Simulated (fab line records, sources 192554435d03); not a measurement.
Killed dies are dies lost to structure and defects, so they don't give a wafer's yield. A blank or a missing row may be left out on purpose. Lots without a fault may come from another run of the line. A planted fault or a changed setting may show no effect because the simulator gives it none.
fab line records | flow n5_finfet
record lots=7 wafers=21
route steps=1938 shown BEOL_M7@1263 BEOL_M8@1335 BEOL_M12@1602
start_h: hours from the record's first day to the start of the lot's first wafer shown | wait_h: hours since the lot's step before | " the same as in the row above | L1.1+2: a row that stands for several wafers | - no value, or no start given | * or withheld: withheld | < > ~ a bound
route shown NAME@n: a module of which the file shows steps, and the number in the route of the first | usual: mean/standard deviation of fault-free wafers | same: alike in all rows | chamber/n: place in a boat | sites: the reading at each site | _std_site: their standard deviation | _edge_site: outer sites' mean less inner sites' | radius_mm: how far each site lies from the wafer's centre | mask NAME#n: copy n | behind: the tool/chamber that last shaped the wafer | hold: why the lot was held/for how many hours/how that ended | device: the transistor (n, p or np) that didn't switch | end of line: the same wafers' tests at the end of the route | a step without rows: its recipe alone | killed: dies lost to structure and defects at the first sort, not the wafer's yield | map: a wafer's dies, x killed, . not, _ none there
set.NAME: the setting as run; set.NAME@STEP: as run at that earlier step | model.NAME: the simulator's own value behind a step, which no gauge read
lots whose settings were changed on purpose; a table a step, a row a wafer
## steps
# step N5_BEOL_M7_ILD_DEP_00
# recipe material=SiCOH_lowk target_thk_a=1797.5 temp_c=300 precursor=DEMS/porogen pressure_torr=5 rf_w=500 time_s=33.4
# columns lot.wafer tool chamber start_h wait_h set.time_s model.SiCOH_lowk_of_BEOL_M7_ILD_DEP_00.thk_nm
L077.1 pecvd-02 2 199.68 0.0 33.4 182
L077.2 " 1 " " 33.4 177.4
L077.5 " 0 " " 33.4 179.6
L078.1 pecvd-02 2 213.97 0.0 33.4 178
L078.5 " 2 " " 33.4 181.6
L078.6 " 1 " " 34.73 186.4
L081.3 pecvd-02 2 232.04 0.0 33.4 182.4
L081.4 " 0 " " 33.4 181
L081.5 " 2 " " 33.4 184.4
L083.1 pecvd-01 1 246.50 0.0 36.38 194
L083.3 " 2 " " 33.4 181
L083.4 " 1 " " 36.38 196.4
L087.2 pecvd-04 1 277.08 0.1 33.4 179.6
L087.3 " 0 " " 33.4 179.8
L087.4 " 2 " " 36.42 197.6
L091.3 pecvd-02 1 307.59 0.0 37.71 199.8
L091.4 " 2 " " 33.4 182.2
L091.6 " 1 " " 37.71 203.8
L096.2 pecvd-04 0 337.12 0.0 31.4 167
L096.3+5 " 2,1 " " 33.4 179.2
# step N5_BEOL_M7_CURE_74
# recipe temp_c=385 time_s=240 ambient=He/Ar material=SiCOH_lowk
# columns lot.wafer tool chamber start_h wait_h set.time_s@BEOL_M7_ILD_DEP_00 model.SiCOH_lowk_of_BEOL_M7_ILD_DEP_00.thk_nm
L077.1 uv_cure-03 0 199.74 0.0 33.4 157
L077.2 " 0 " " 33.4 153
L077.5 " 0 " " 33.4 155
L078.1 uv_cure-02 2 214.03 0.0 33.4 153.6
L078.5 " 2 " " 33.4 156.6
L078.6 " 2 " " 34.73 160.8
L081.3 uv_cure-01 2 232.26 0.2 33.4 157.4
L081.4 " 2 " " 33.4 156
L081.5 " 2 " " 33.4 159
L083.1 uv_cure-03 0 246.56 0.0 36.38 167.6
L083.3 " 0 " " 33.4 156.2
L083.4 " 0 " " 36.38 169.6
L087.2+3 uv_cure-03 1 277.25 0.2 33.4 155
L087.4 " 1 " " 36.42 170.6
L091.3 uv_cure-01 0 307.82 0.2 37.71 172.6
L091.4 " 0 " " 33.4 157.2
L091.6 " 0 " " 37.71 176
L096.2 uv_cure-02 2 337.34 0.2 31.4 143.8
L096.3+5 " 2 " " 33.4 154.6
# step N5_BEOL_M7_THK_MEAS_01
# recipe reads=SiCOH_lowk_of_BEOL_M7_ILD_DEP_00
# usual M7_ILD_THK=154.9/1.9
# columns lot.wafer tool chamber start_h wait_h set.time_s@BEOL_M7_ILD_DEP_00 M7_ILD_THK[nm]
L077.1 film_metro-01 - 200.25 0.4 33.4 157.0
L077.2 " - " " 33.4 153.0
L077.5 " - " " 33.4 154.9
L078.1 film_metro-01 - 214.55 0.4 33.4 153.5
L078.5 " - " " 33.4 156.6
L078.6 " - " " 34.73 160.7
L081.3 film_metro-01 - 232.61 0.3 33.4 157.4
L081.4 " - " " 33.4 156.0
L081.5 " - " " 33.4 159.0
L083.1 film_metro-01 - 247.07 0.4 36.38 167.5
L083.3 " - " " 33.4 156.1
L083.4 " - " " 36.38 169.6
L087.2 film_metro-01 - 277.68 0.4 33.4 154.9
L087.3 " - " " 33.4 155.2
L087.4 " - " " 36.42 170.7
L091.3 film_metro-02 - 308.17 0.3 37.71 172.5
L091.4 " - " " 33.4 157.0
L091.6 " - " " 37.71 176.0
L096.2 film_metro-02 - 338.18 0.7 31.4 143.8
L096.3 " - " " 33.4 154.6
L096.5 " - " " 33.4 154.7
# step N5_BEOL_M7_EXPOSE_08
# recipe mask_id=M7 na=1.35 source_shape=dipole sigma_inner=0.817 sigma_outer=0.97 polarization=te dose_mj=68.25
# columns lot.wafer tool chamber start_h wait_h mask set.dose_mj
L077.1+2+5 arfi_scanner-03 0 200.76 - M7#0 68.25
L078.1+5+6 arfi_scanner-03 0 215.21 - M7#0 68.25
L081.3+4+5 arfi_scanner-03 0 236.53 - M7#0 68.25
L083.1+3+4 arfi_scanner-03 0 248.09 - M7#0 68.25
L087.2 arfi_scanner-01 0 278.86 - M7#0 68.25
L087.3+4 " 0 " " M7#0 65.39
L091.3+6 arfi_scanner-01 0 309.64 - M7#0 65.2
L091.4 " 0 " " M7#0 68.25
L096.2+3+5 arfi_scanner-02 0 340.98 - M7#0 68.25
# step N5_BEOL_M7_PEB_09
# recipe peb_temp_c=withheld peb_time_s=60 resist=CAR-ArF
# step N5_BEOL_M7_DEVELOP_10
# recipe develop_time_s=30 developer=TMAH resist=CAR-ArF rinse_liquid=diw dry=air_spin dev_temp_c=23
# step N5_BEOL_M7_CD_MEAS_11
# recipe target_cd_nm=38.5 landing_energy_ev=500 detector=se_inlens polarity=opening
# usual cd_nm=38.5/0.61
# columns lot.wafer tool chamber start_h wait_h set.dose_mj@BEOL_M7_EXPOSE_08 cd_nm
L077.1 cd_sem-03 0 200.89 - 68.25 38.4
L077.2 " 0 " " 68.25 39.5
L077.5 " 0 " " 68.25 38.2
L078.1 cd_sem-02 0 215.34 - 68.25 39.5
L078.5 " 0 " " 68.25 38.5
L078.6 " 0 " " 68.25 39.0
L081.3 cd_sem-02 0 236.64 - 68.25 38.4
L081.4 " 0 " " 68.25 38.5
L081.5 " 0 " " 68.25 38.5
L083.1 cd_sem-02 0 248.22 - 68.25 37.9
L083.3 " 0 " " 68.25 38.2
L083.4 " 0 " " 68.25 38.2
L087.2 cd_sem-01 0 278.98 - 68.25 37.7
L087.3 " 0 " " 65.39 36.1
L087.4 " 0 " " 65.39 35.4
L091.3 cd_sem-03 0 309.76 - 65.2 35.8
L091.4 " 0 " " 68.25 38.7
L091.6 " 0 " " 65.2 35.9
L096.2 cd_sem-02 0 341.10 - 68.25 38.7
L096.3 " 0 " " 68.25 37.7
L096.5 " 0 " " 68.25 38.0
# step N5_BEOL_M8_PECVD_70
# recipe material=SiO2 target_thk_a=200 temp_c=400 precursor=TEOS/O2 pressure_torr=5.5 rf_w=450 teos_flow_sccm=53.8 gas=O2 flow_sccm=3000 time_s=22.7
# columns lot.wafer tool chamber start_h wait_h set.time_s model.SiO2_of_BEOL_M8_PECVD_70.thk_nm
L077.1+5 pecvd-01 0 208.61 0.0 22.7 19.8
L077.2 " 1 " " 22.7 20.2
L078.1 pecvd-02 2 221.34 0.0 21.22 18.8
L078.5 " 0 " " 22.7 20
L078.6 " 2 " " 21.22 18.6
L081.3 pecvd-02 1 245.16 0.0 22.7 19.4
L081.4 " 1 " " 22.7 20
L081.5 " 0 " " 22.7 19.8
L083.1 pecvd-03 1 254.43 0.0 24.63 21.4
L083.3 " 2 " " 24.63 21.8
L083.4 " 1 " " 22.7 20
L087.2+4 pecvd-01 1,0 289.10 0.0 22.7 20.2
L087.3 " 0 " " 20.9 18.2
L091.3 pecvd-03 2 315.66 0.0 25.56 22.8
L091.4 " 2 " " 22.7 20.8
L091.6 " 1 " " 22.7 20
L096.2+5 pecvd-02 0,2 346.85 0.0 22.7 20
L096.3 " 1 " " 24.29 20.8
# step N5_BEOL_M8_EXPOSE_08
# recipe mask_id=M8 na=1.35 source_shape=dipole sigma_inner=0.817 sigma_outer=0.97 polarization=te dose_mj=68.25
# columns lot.wafer tool chamber start_h wait_h mask set.dose_mj
L077.1+2 arfi_scanner-03 0 208.99 - M8#0 69.9
L077.5 " 0 " " M8#0 68.25
L078.1+5+6 arfi_scanner-03 0 222.05 - M8#0 66.6
L081.3+4+5 arfi_scanner-02 0 246.13 - M8#0 68.25
L083.1 arfi_scanner-02 0 255.86 - M8#0 68.25
L083.3+4 " 0 " " M8#0 66.69
L087.2+3 arfi_scanner-02 0 291.38 - M8#0 68.25
L087.4 " 0 " " M8#0 66.08
L091.3+6 arfi_scanner-03 0 316.49 - M8#0 68.25
L091.4 " 0 " " M8#0 65.89
L096.2+3+5 arfi_scanner-03 0 347.63 - M8#0 68.25
# step N5_BEOL_M8_PEB_09
# recipe peb_temp_c=withheld peb_time_s=60 resist=CAR-ArF
# step N5_BEOL_M8_DEVELOP_10
# recipe develop_time_s=30 developer=TMAH resist=CAR-ArF rinse_liquid=diw dry=air_spin dev_temp_c=23
# step N5_BEOL_M8_CD_MEAS_11
# recipe target_cd_nm=38.5 landing_energy_ev=500 detector=se_inlens polarity=opening
# usual cd_nm=38.6/0.58
# columns lot.wafer tool chamber start_h wait_h set.dose_mj@BEOL_M8_EXPOSE_08 cd_nm
L077.1 cd_sem-02 0 209.12 - 69.9 40.4
L077.2 " 0 " " 69.9 40.1
L077.5 " 0 " " 68.25 38.4
L078.1 cd_sem-03 0 222.18 - 66.6 37.1
L078.5 " 0 " " 66.6 37.5
L078.6 " 0 " " 66.6 36.8
L081.3 cd_sem-02 0 246.25 - 68.25 39.0
L081.4 " 0 " " 68.25 39.6
L081.5 " 0 " " 68.25 38.9
L083.1 cd_sem-01 0 255.99 - 68.25 38.4
L083.3 " 0 " " 66.69 38.1
L083.4 " 0 " " 66.69 37.6
L087.2 cd_sem-02 0 291.50 - 68.25 38.2
L087.3 " 0 " " 68.25 38.5
L087.4 " 0 " " 66.08 36.6
L091.3 cd_sem-01 0 316.61 - 68.25 39.5
L091.4 " 0 " " 65.89 37.7
L091.6 " 0 " " 68.25 39.3
L096.2 cd_sem-03 0 347.75 - 68.25 38.8
L096.3 " 0 " " 68.25 38.1
L096.5 " 0 " " 68.25 38.1
# step N5_BEOL_M8_ETCH_65
# recipe chemistry=CF4 target=SiARC target_depth_a=156 mask_material=CAR-EUV time_s=26 ion_energy_ev=80 pressure_mtorr=40 source_w=545 bias_w=36 Ar_flow_sccm=100 cf4_flow_sccm=100 ends=cleared
# usual rf_vpp_V=184.0/1.1
# columns lot.wafer tool chamber start_h wait_h set.source_w rf_vpp_V
L077.1 rie_diel-01 3 211.38 0.0 545 183.2
L077.2 " 1 " " 545 183.5
L077.5 " 0 " " 545 183.9
L078.1 rie_diel-01 3 225.93 0.0 609.6 177.2
L078.5 " 3 " " 545 184.8
L078.6 " 2 " " 545 184.8
L081.3 rie_diel-04 2 249.38 0.0 545 183.5
L081.4 " 3 " " 545 184.0
L081.5 " 0 " " 545 184.0
L083.1 rie_diel-01 3 258.05 0.0 545 184.5
L083.3 " 2 " " 545 185.8
L083.4 " 1 " " 545 183.8
L087.2 rie_diel-01 2 298.91 0.0 490.8 190.8
L087.3 " 0 " " 490.8 192.0
L087.4 " 3 " " 545 184.2
L091.3 rie_diel-01 2 318.31 0.0 545 185.8
L091.4 " 3 " " 545 184.5
L091.6 " 1 " " 545 184.6
L096.2 rie_diel-01 3 349.29 0.0 545 184.4
L096.3 " 2 " " 634.8 174.4
L096.5 " 2 " " 545 186.4
# step N5_BEOL_M12_ILD_DEP_00
# recipe material=SiOC target_thk_a=6589.2 temp_c=350 precursor=DEMS/O2 pressure_torr=5 rf_w=500 time_s=130.7
# columns lot.wafer tool chamber start_h wait_h set.time_s model.SiOC_of_BEOL_M12_ILD_DEP_00.thk_nm
L077.1 pecvd-03 1 244.48 0.0 130.7 657.6
L077.2 " 0 " " 130.7 665.2
L077.5 " 0 " " 130.7 671.2
L078.1 pecvd-02 0 259.48 0.0 130.7 658.2
L078.5 " 2 " " 130.7 661.4
L078.6 " 1 " " 130.7 666.8
L081.3 pecvd-03 2 275.52 0.0 130.7 650.2
L081.4 " 1 " " 130.7 677.8
L081.5 " 0 " " 130.7 682.2
L083.1 pecvd-01 1 286.57 0.0 130.7 642
L083.3 " 2 " " 125 612.6
L083.4 " 2 " " 130.7 660
L087.2 pecvd-03 2 325.24 0.0 117.2 592.8
L087.3 " 1 " " 117.2 591.8
L087.4 " 2 " " 130.7 667.6
L091.3 pecvd-03 2 348.09 0.0 130.7 649.8
L091.4 " 1 " " 114.8 584.2
L091.6 " 0 " " 130.7 673.6
L096.2 pecvd-01 0 382.71 0.0 130.7 647.2
L096.3 " 1 " " 130.7 647.6
L096.5 " 0 " " 130.7 657.2
# step N5_BEOL_M12_THK_MEAS_01
# recipe reads=SiOC_of_BEOL_M12_ILD_DEP_00
# usual M12_ILD_THK=659/10
# columns lot.wafer tool chamber start_h wait_h set.time_s@BEOL_M12_ILD_DEP_00 M12_ILD_THK[nm]
L077.1 film_metro-02 - 244.61 0.1 130.7 657
L077.2 " - " " 130.7 666
L077.5 " - " " 130.7 671
L078.1 film_metro-02 - 259.61 0.1 130.7 658
L078.5 " - " " 130.7 661
L078.6 " - " " 130.7 667
L081.3 film_metro-02 - 275.65 0.1 130.7 650
L081.4 " - " " 130.7 678
L081.5 " - " " 130.7 682
L083.1 film_metro-01 - 286.70 0.1 130.7 642
L083.3 " - " " 125 613
L083.4 " - " " 130.7 660
L087.2 film_metro-01 - 325.38 0.1 117.2 593
L087.3 " - " " 117.2 591
L087.4 " - " " 130.7 667
L091.3 film_metro-01 - 348.22 0.1 130.7 649
L091.4 " - " " 114.8 585
L091.6 " - " " 130.7 674
L096.2 film_metro-02 - 382.84 0.1 130.7 647
L096.3 " - " " 130.7 648
L096.5 " - " " 130.7 657
# step N5_BEOL_M12_COAT_58
# recipe resist=BARC temp_c=205 time_s=60 spin_rpm=1500 resist_thk_nm=89
# step N5_BEOL_M12_COAT_04
# recipe spin_rpm=1625 resist_thk_nm=400
# step N5_BEOL_M12_DESCUM_15
# recipe chemistry=O2 time_s=7.9 source_power_w=50 bias_power_w=20 pressure_mtorr=20 rf_frequency_hz=2.712e+07 temp_c=40 o2_flow_sccm=225
# step N5_BEOL_M12_ETCH_59
# recipe chemistry=N2/H2 target=BARC target_depth_a=890 overetch_a=267 time_s=67.9 ion_energy_ev=200 pressure_mtorr=30 source_w=840 bias_w=150 n2_flow_sccm=200 h2_flow_sccm=200
# step N5_BEOL_M12_VIA_ETCH_16
# recipe chemistry=C4F8/O2/Ar target=SiOC pressure_mtorr=30 source_w=3000 bias_w=700 Ar_flow_sccm=400 C4F8_flow_sccm=15 O2_flow_sccm=8 he_inner_torr=15 he_outer_torr=30 target_depth_a=7248 time_s=withheld ion_energy_ev=250 ends=cleared
# columns lot.wafer tool chamber start_h wait_h set.time_s@BEOL_M12_ILD_DEP_00 model.etch.depth_nm model.coat_of_BEOL_M12_COAT_04.thk_nm
L077.1 rie_diel-04 3 245.17 0.0 * 657.5 120.2
L077.2 " 0 " " * 665.2 123
L077.5 " 2 " " * 671.1 121.4
L078.1 rie_diel-04 3 260.09 0.0 * 658.1 118.2
L078.5 " 3 " " * 661.4 118
L078.6 " 2 " " * 666.9 119.8
L081.3 rie_diel-01 1 276.85 0.0 * 650.2 127.2
L081.4 " 0 " " * 677.8 118.2
L081.5 " 0 " " * 682.3 115.8
L083.1 rie_diel-01 1 287.30 0.0 * 642.1 130
L083.3 " 0 " " * 612.5 139.2
L083.4 " 2 " " * 660.1 122
L087.2 rie_diel-02 3 325.85 0.0 * 592.8 145.6
L087.3 " 1 " " * 591.7 144.2
L087.4 " 0 " " * 667.5 117.6
L091.3 rie_diel-02 2 348.70 0.0 * 649.8 130.8
L091.4 " 1 " " * 584.3 145.8
L091.6 " 0 " " * 673.6 115.4
L096.2 rie_diel-04 1 383.47 0.0 * 647.2 127.4
L096.3 " 2 " " * 647.7 127.6
L096.5 " 2 " " * 657.3 124
# step N5_BEOL_M12_STRIP_63
# recipe chemistry=N2/H2 power_w=1000 temp_c=250 h2_frac=0.65 overash_fraction=0.3 pressure_mtorr=1000 n2_flow_sccm=1750 h2_flow_sccm=3250
# usual strip_time_to_endpoint_s=42.6/1.1
# columns lot.wafer tool chamber start_h wait_h set.time_s@BEOL_M12_ILD_DEP_00 strip_time_to_endpoint_s
L077.1 plasma_asher-02 1 245.37 - 130.7 41.7
L077.2 " 0 " " 130.7 42.5
L077.5 " 0 " " 130.7 42.1
L078.1 plasma_asher-02 0 260.29 - 130.7 41.2
L078.5 " 1 " " 130.7 41.1
L078.6 " 0 " " 130.7 41.6
L081.3 plasma_asher-01 0 277.07 - 130.7 43.6
L081.4 " 1 " " 130.7 41.2
L081.5 " 1 " " 130.7 40.5
L083.1 plasma_asher-01 0 287.50 - 130.7 44.4
L083.3 " 0 " " 125 46.8
L083.4 " 1 " " 130.7 42.2
L087.2 plasma_asher-01 0 326.05 - 117.2 48.5
L087.3 " 0 " " 117.2 48.1
L087.4 " 1 " " 130.7 41.0
L091.3 plasma_asher-01 0 348.92 - 130.7 44.6
L091.4 " 1 " " 114.8 48.5
L091.6 " 0 " " 130.7 40.4
L096.2 plasma_asher-01 1 383.66 - 130.7 43.7
L096.3 " 0 " " 130.7 43.7
L096.5 " 1 " " 130.7 42.8
# step N5_BEOL_M12_STRIP_64
# recipe chemistry=N2/H2 power_w=1000 temp_c=250 h2_frac=0.65 overash_fraction=0.3 pressure_mtorr=withheld n2_flow_sccm=1750 h2_flow_sccm=3250
# step N5_BEOL_M12_STRIP_71
# recipe chemistry=post_etch_residue_remover time_s=60 temp_c=25 remover_ph=withheld remover_water_wt_pct=withheld remover_fluoride_wt_pct=withheld
# step N5_BEOL_M12_STRIP_37
# recipe chemistry=N2/H2 power_w=1000 temp_c=250 h2_frac=0.65 overash_fraction=0.3 pressure_mtorr=withheld n2_flow_sccm=1750 h2_flow_sccm=3250
# step N5_BEOL_M12_ETCH_38
# recipe chemistry=CF4/N2 target=SiCN target_depth_a=687 taper_deg=2 time_s=73.4 ion_energy_ev=150 mask_material=SiO2 pressure_mtorr=40 source_w=430 bias_w=70 Ar_flow_sccm=100 cf4_flow_sccm=60 n2_flow_sccm=60
# columns lot.wafer tool chamber start_h wait_h set.time_s@BEOL_M12_ILD_DEP_00 model.SiOC_of_BEOL_M12_ILD_DEP_00.thk_nm
L077.1 rie_diel-02 3 246.97 - 130.7 610
L077.2 " 0 " " 130.7 613
L077.5 " 3 " " 130.7 623.4
L078.1 rie_diel-02 2 264.34 - 130.7 610.6
L078.5 " 0 " " 130.7 609.6
L078.6 " 3 " " 130.7 619.6
L081.3 rie_diel-01 3 284.86 - 130.7 602.2
L081.4 " 0 " " 130.7 628.6
L081.5 " 0 " " 130.7 632.8
L083.1 rie_diel-01 3 291.00 - 130.7 594.2
L083.3 " 2 " " 125 561.8
L083.4 " 1 " " 130.7 611.6
L087.2 rie_diel-02 1 328.91 - 117.2 544
L087.3 " 2 " " 117.2 545.2
L087.4 " 0 " " 130.7 616
L091.3 rie_diel-01 3 350.64 - 130.7 602.2
L091.4 " 0 " " 114.8 535.2
L091.6 " 3 " " 130.7 625.8
L096.2 rie_diel-02 0 385.92 - 130.7 595.2
L096.3 " 1 " " 130.7 599.2
L096.5 " 3 " " 130.7 610.2
# step N5_BEOL_M12_SPUTTER_44
# recipe material=Ta target_thk_a=100 temp_c=50 bias_v=80 power_w=15000 chamber_pressure_pa=0.07 time_s=16.13
# columns lot.wafer tool chamber start_h wait_h set.time_s model.Ta_of_BEOL_M12_SPUTTER_44.thk_nm
L077.1 pvd_sputter-01 - 247.55 0.0 16.13 10.2
L077.2+5 " - " " 17.5 10.8
L078.1+6 pvd_sputter-02 - 264.79 0.0 16.13 9.8
L078.5 " - " " 18.3 11.6
L081.3+5 pvd_sputter-02 - 285.66 0.0 16.13 10
L081.4 " - " " 16.13 10.4
L083.1 pvd_sputter-01 - 291.69 0.0 14.58 8.8
L083.3 " - " " 14.58 9.2
L083.4 " - " " 16.13 10
L087.2+3+4 pvd_sputter-03 - 329.51 0.0 14.2 8.8
L091.3 pvd_sputter-03 - 351.11 0.0 16.13 10.2
L091.4+6 " - " " 13.75 8.8
L096.2+3 pvd_sputter-02 - 386.42 0.0 16.13 10
L096.5 " - " " 18.45 11.4
## key
split step=N5_BEOL_M7_ILD_DEP_00 setting=time_s stated=33.4 by=wafer
response step=N5_BEOL_M7_ILD_DEP_00 reading=model.SiCOH_lowk_of_BEOL_M7_ILD_DEP_00.thk_nm change=+1.69 per=1% r=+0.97
response step=N5_BEOL_M7_CURE_74 reading=model.SiCOH_lowk_of_BEOL_M7_ILD_DEP_00.thk_nm change=+1.47 per=1% r=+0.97
response step=N5_BEOL_M7_THK_MEAS_01 reading=M7_ILD_THK change=+1.48 per=1% r=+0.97
split step=N5_BEOL_M7_EXPOSE_08 setting=dose_mj stated=68.25 by=wafer
response step=N5_BEOL_M7_CD_MEAS_11 reading=cd_nm change=+0.552 per=1% r=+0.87
split step=N5_BEOL_M8_PECVD_70 setting=time_s stated=22.7 by=wafer
response step=N5_BEOL_M8_PECVD_70 reading=model.SiO2_of_BEOL_M8_PECVD_70.thk_nm change=+0.191 per=1% r=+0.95
split step=N5_BEOL_M8_EXPOSE_08 setting=dose_mj stated=68.25 by=wafer
response step=N5_BEOL_M8_CD_MEAS_11 reading=cd_nm change=+0.516 per=1% r=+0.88
split step=N5_BEOL_M8_ETCH_65 setting=source_w stated=545 by=wafer
response step=N5_BEOL_M8_ETCH_65 reading=rf_vpp_V change=-0.673 per=1% r=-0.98
split step=N5_BEOL_M12_ILD_DEP_00 setting=time_s stated=130.7 by=wafer
response step=N5_BEOL_M12_ILD_DEP_00 reading=model.SiOC_of_BEOL_M12_ILD_DEP_00.thk_nm change=+6.9 per=1% r=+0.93
response step=N5_BEOL_M12_THK_MEAS_01 reading=M12_ILD_THK change=+6.85 per=1% r=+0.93
response step=N5_BEOL_M12_VIA_ETCH_16 reading=model.etch.depth_nm change=+6.9 per=1% r=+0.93
response step=N5_BEOL_M12_VIA_ETCH_16 reading=model.coat_of_BEOL_M12_COAT_04.thk_nm change=-2.25 per=1% r=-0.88
response step=N5_BEOL_M12_STRIP_63 reading=strip_time_to_endpoint_s change=* per=1% r=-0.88
response step=N5_BEOL_M12_ETCH_38 reading=model.SiOC_of_BEOL_M12_ILD_DEP_00.thk_nm change=+6.85 per=1% r=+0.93
split step=N5_BEOL_M12_SPUTTER_44 setting=time_s stated=16.13 by=wafer
response step=N5_BEOL_M12_SPUTTER_44 reading=model.Ta_of_BEOL_M12_SPUTTER_44.thk_nm change=+0.104 per=1% r=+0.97
